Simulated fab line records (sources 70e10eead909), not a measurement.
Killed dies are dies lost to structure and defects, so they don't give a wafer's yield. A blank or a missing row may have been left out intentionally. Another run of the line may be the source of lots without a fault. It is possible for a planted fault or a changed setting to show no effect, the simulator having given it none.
Chamber matching || flow nandHarc || NHARC_A_WL_FILL_ETCHBACK_26 on rieSi-03 has 4 sister chambers
The step etches the open film in HBr, target depth 52 nm, time 13.3 s. 16 wafers are shown with their chamber, then 8 later ones without.

WAFERS, EACH WITH ITS CHAMBER
{"wafer": "L075.1", "chamber": 1, "drypumpMotorCurrentA (A)": 5.1, "oesProductAu (a.u.)": 0.990, "heBacksideLeakSccm (sccm)": 2.89}
{"wafer": "L075.4", "chamber": 3, "drypumpMotorCurrentA (A)": 5.6, "oesProductAu (a.u.)": 1.001, "heBacksideLeakSccm (sccm)": 2.99}
{"wafer": "L075.5", "chamber": 1, "drypumpMotorCurrentA (A)": 5.0, "oesProductAu (a.u.)": 1.002, "heBacksideLeakSccm (sccm)": 2.71}
{"wafer": "L081.4", "chamber": 1, "drypumpMotorCurrentA (A)": 5.1, "oesProductAu (a.u.)": 0.992, "heBacksideLeakSccm (sccm)": 2.76}
{"wafer": "L081.5", "chamber": 0, "drypumpMotorCurrentA (A)": 6.0, "oesProductAu (a.u.)": 1.015, "heBacksideLeakSccm (sccm)": 2.88}
{"wafer": "L081.6", "chamber": 1, "drypumpMotorCurrentA (A)": 5.1, "oesProductAu (a.u.)": 0.999, "heBacksideLeakSccm (sccm)": 2.78}
{"wafer": "L084.1", "chamber": 2, "drypumpMotorCurrentA (A)": 5.6, "oesProductAu (a.u.)": 1.008, "heBacksideLeakSccm (sccm)": 2.75}
{"wafer": "L084.4", "chamber": 3, "drypumpMotorCurrentA (A)": 5.6, "oesProductAu (a.u.)": 1.008, "heBacksideLeakSccm (sccm)": 3.04}
{"wafer": "L084.5", "chamber": 1, "drypumpMotorCurrentA (A)": 5.0, "oesProductAu (a.u.)": 1.001, "heBacksideLeakSccm (sccm)": 2.67}
{"wafer": "L089.1", "chamber": 2, "drypumpMotorCurrentA (A)": 5.6, "oesProductAu (a.u.)": 1.028, "heBacksideLeakSccm (sccm)": 2.58}
{"wafer": "L089.3", "chamber": 0, "drypumpMotorCurrentA (A)": 5.9, "oesProductAu (a.u.)": 1.023, "heBacksideLeakSccm (sccm)": 2.74}
{"wafer": "L089.4", "chamber": 3, "drypumpMotorCurrentA (A)": 5.5, "oesProductAu (a.u.)": 1.013, "heBacksideLeakSccm (sccm)": 3.02}
{"wafer": "L091.2", "chamber": 3, "drypumpMotorCurrentA (A)": 5.6, "oesProductAu (a.u.)": 1.008, "heBacksideLeakSccm (sccm)": 3.01}
{"wafer": "L091.3", "chamber": 2, "drypumpMotorCurrentA (A)": 5.6, "oesProductAu (a.u.)": 1.014, "heBacksideLeakSccm (sccm)": 2.89}
{"wafer": "L091.4", "chamber": 0, "drypumpMotorCurrentA (A)": 5.9, "oesProductAu (a.u.)": 1.015, "heBacksideLeakSccm (sccm)": 2.98}
{"wafer": "L093.1", "chamber": 3, "drypumpMotorCurrentA (A)": 5.5, "oesProductAu (a.u.)": 1.010, "heBacksideLeakSccm (sccm)": 2.91}

SIGNATURES (means of the wafers above)
{"reading": "drypumpMotorCurrentA", "chamber 0": 5.933, "chamber 1": 5.060, "chamber 2": 5.600, "chamber 3": 5.560, "scatter within a chamber": 0.0506}
{"reading": "oesProductAu", "chamber 0": 1.01767, "chamber 1": 0.99680, "chamber 2": 1.01667, "chamber 3": 1.00800, "scatter within a chamber": 0.00612}
{"reading": "heBacksideLeakSccm", "chamber 0": 2.8667, "chamber 1": 2.7620, "chamber 2": 2.7400, "chamber 3": 2.9940, "scatter within a chamber": 0.098}
Rule: for a wafer and a chamber, the distance is found by dividing, reading by reading, the gap between the wafer's reading and the chamber's mean by the reading's scatter, squaring, summing and taking the root. The wafer belongs to the nearest chamber; if the next one is less than 2 further off, it can't be placed. The scatter: the root of (the sum of the squares of (reading less its chamber's mean) over the shown wafers, divided by (wafers less chambers)).

WAFERS WITHOUT THEIR CHAMBER
{"wafer": "L093.3", "drypumpMotorCurrentA (A)": 5.9, "oesProductAu (a.u.)": 1.017, "heBacksideLeakSccm (sccm)": 2.90}
{"wafer": "L093.6", "drypumpMotorCurrentA (A)": 6.0, "oesProductAu (a.u.)": 1.010, "heBacksideLeakSccm (sccm)": 2.74}
{"wafer": "L095.1", "drypumpMotorCurrentA (A)": 5.1, "oesProductAu (a.u.)": 1.015, "heBacksideLeakSccm (sccm)": 2.76}
{"wafer": "L095.2", "drypumpMotorCurrentA (A)": 5.6, "oesProductAu (a.u.)": 1.025, "heBacksideLeakSccm (sccm)": 2.72}
{"wafer": "L095.4", "drypumpMotorCurrentA (A)": 5.6, "oesProductAu (a.u.)": 1.009, "heBacksideLeakSccm (sccm)": 3.04}
{"wafer": "L097.1", "drypumpMotorCurrentA (A)": 5.1, "oesProductAu (a.u.)": 1.004, "heBacksideLeakSccm (sccm)": 2.86}
{"wafer": "L097.4", "drypumpMotorCurrentA (A)": 5.6, "oesProductAu (a.u.)": 1.012, "heBacksideLeakSccm (sccm)": 3.04}
{"wafer": "L097.6", "drypumpMotorCurrentA (A)": 5.6, "oesProductAu (a.u.)": 1.019, "heBacksideLeakSccm (sccm)": 2.80}

WHICH CHAMBER EACH WENT THROUGH
{"wafer": "L093.3", "from the rows above": 0, "in truth": 0}
{"wafer": "L093.6", "from the rows above": 0, "in truth": 0}
{"wafer": "L095.1", "from the rows above": 1, "in truth": 1}
{"wafer": "L095.2", "from the rows above": 2, "in truth": 2}
{"wafer": "L095.4", "from the rows above": 3, "in truth": 3}
{"wafer": "L097.1", "from the rows above": 1, "in truth": 1}
{"wafer": "L097.4", "from the rows above": 3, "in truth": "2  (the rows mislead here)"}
{"wafer": "L097.6", "from the rows above": 2, "in truth": 2}
7 of 8 placed correctly. Can't be placed from these rows: 0. 1 placed wrongly.
